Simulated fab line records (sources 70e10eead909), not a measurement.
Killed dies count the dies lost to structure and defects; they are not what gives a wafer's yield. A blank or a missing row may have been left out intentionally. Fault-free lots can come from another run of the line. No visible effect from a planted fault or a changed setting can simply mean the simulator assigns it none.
8D (eight disciplines) problem report, filled in by code	flow nand-harc	the parts of the form that need people (team, actions taken, sign-off) are left out

== 1. THE ISSUE ==
thk-nm at NHARC_A_ONON_D1_THK_MEAS_05 reads a mean of 1560 nm on 6 wafers of 2 lots; wafers without a fault read 1000 nm with a standard deviation of 9.7. That is +58 standard deviations from the usual mean.
The step: measures by ellipsometry.
First observed at day 12 20:09: wafer L949.1, on film-metro-02. Wafers with a number at this step in the record: 42, from 14 lots. Rule for "out", or "out of limits": more than 4 standard deviations from the usual mean. Any other wafer with a number is counted as sound.

== 2. WHAT IT IS, AND WHAT IT ISN'T ==
question	is	is not
which readings at this step	thk-nm	-
which lots	L949, L951	L937, L938, L939, L940, L941, L942, L943, L947, L950, L957, L958, L959
which wafers of those lots	all that have a number	-
read on which gauges	film-metro-02	film-metro-01
when	from day 12 20:09	up to then (24 sound wafers); but 12 sound wafers of L950, L957, L958, L959 came after

== 3. SUSPECTS, AND WHAT RULES EACH OUT ==
Counting: any tool at a process step up to the reading is kept as a suspect provided that every lot that is out went through it and no sound lot did after the first of them.
- the gauge at NHARC_A_ONON_D1_THK_MEAS_05: ruled out. All the wafers that are out were read on film-metro-02, but those of them that NHARC_END_SORT_01 has rows for are out there too, on other tools.
- pecvd-onon-02 at NHARC_A_ONON_D1_DEP_03 (target thk 1000 nm): kept. It processed each lot that is out, first L949 at day 12 19:38, and no sound lot thereafter; up to then, the last sound lot it processed was L947 at day 11 18:54.
Left after counting: pecvd-onon-02 at NHARC_A_ONON_D1_DEP_03.

== 4. THE CAUSE (what the simulator had put in) ==
pecvd-onon-02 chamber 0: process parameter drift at NHARC_A_ONON_D1_DEP_03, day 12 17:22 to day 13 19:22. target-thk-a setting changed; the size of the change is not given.
The count eliminated every tool but this one.

== 5. THE EFFECT CHAIN, in route order ==
Each row: a reading whose mean over the struck wafers that have a number lies more than 3 standard deviations from the usual. Scope: only readings with a usual standard deviation given in the record; hours: median across lots of the time from each lot's start at the first step in this table that gives one to its start at this step; sigmas: change in usual standard deviations.
hours	step	reading	usual	on struck wafers	change	sigmas
0	NHARC_A_ONON_D1_THK_MEAS_05	thk-nm	1000 nm	1560	+560	+58
408	NHARC_END_SORT_01	killed-at-array	55	674	+618	+28
408	NHARC_END_SORT_01	killed-dies	59	677	+618	+28

== 6. HOW IT WOULD HAVE BEEN CAUGHT EARLIER ==
Counted from the fault's start at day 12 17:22, it took 3 hours until the first out-of-limits reading at a measuring or inspecting step in this record, taken at day 12 20:09.
L951, from the lots that are out (2), started NHARC_A_ONON_D1_DEP_03 on pecvd-onon-02 later than day 12 20:09. A hold on the tool at that time would have spared it.
